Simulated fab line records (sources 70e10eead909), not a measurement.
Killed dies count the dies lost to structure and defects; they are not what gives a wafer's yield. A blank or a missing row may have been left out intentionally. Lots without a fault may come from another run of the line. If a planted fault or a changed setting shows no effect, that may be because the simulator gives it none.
Chamber matching    flow nandHarc    NHARC_P_ZERO_WELL_DESCUM_39 on rieDiel-05 has 4 sister chambers
The step chemistry O2, time 3 s. 14 wafers are shown with their chamber, then 7 later ones without.

== WAFERS WITH THEIR CHAMBER ==
wafer   chamber  drypumpMotorCurrentA (A)  showerheadPlenumPTorr (Torr)  rfVppV (V)
L079.1  1        6.6                       1.89                          58.9
L079.3  2        6.3                       1.85                          57.6
L079.6  1        6.6                       1.89                          58.4
L081.3  3        5.0                       1.80                          56.0
L081.5  2        6.3                       1.85                          56.6
L081.6  1        6.6                       1.89                          58.2
L084.1  1        6.7                       1.88                          57.6
L084.2  0        5.5                       2.01                          58.5
L084.4  3        4.9                       1.80                          56.8
L088.3  3        5.0                       1.79                          55.7
L088.5  3        4.9                       1.79                          57.2
L088.6  1        6.6                       1.88                          57.6
L089.3  1        6.6                       1.88                          58.4
L089.4  2        6.3                       1.84                          57.6

SIGNATURES (means of the wafers above)
reading                chamber 0  chamber 1  chamber 2  chamber 3  scatter within a chamber
drypumpMotorCurrentA   5.500      6.617      6.300      4.950      0.0428
showerheadPlenumPTorr  2.0100     1.8850     1.8467     1.7950     0.00563
rfVppV                 58.500     58.183     57.267     56.425     0.583
Rule: a wafer's distance from a chamber is the root of the sum, over the readings, of the square of ((its reading less the chamber's mean) divided by the reading's scatter). If the next closest chamber is less than 2 further off than the closest, the wafer can't be placed; otherwise it belongs to the closest. The scatter: take each reading less its chamber's mean, square it, sum over the shown wafers, divide by the number of wafers less the number of chambers, and take the root.

== WAFERS WITHOUT THEIR CHAMBER ==
wafer   drypumpMotorCurrentA (A)  showerheadPlenumPTorr (Torr)  rfVppV (V)
L089.6  6.6                       1.88                          58.1
L094.1  5.5                       2.00                          59.1
L094.2  6.6                       1.87                          57.4
L094.3  4.9                       1.79                          57.6
L097.2  6.7                       1.87                          58.2
L097.3  6.3                       1.83                          57.1
L097.5  4.9                       1.78                          57.4

== THE CHAMBER EACH PASSED THROUGH ==
wafer   from the rows above  in truth
L089.6  1                    1
L094.1  0                    0
L094.2  1                    1
L094.3  3                    3
L097.2  1                    1
L097.3  2                    2
L097.5  3                    3
Placed correctly: 7 of 7. Number that these rows cannot place: 0. Wrongly placed: 0.
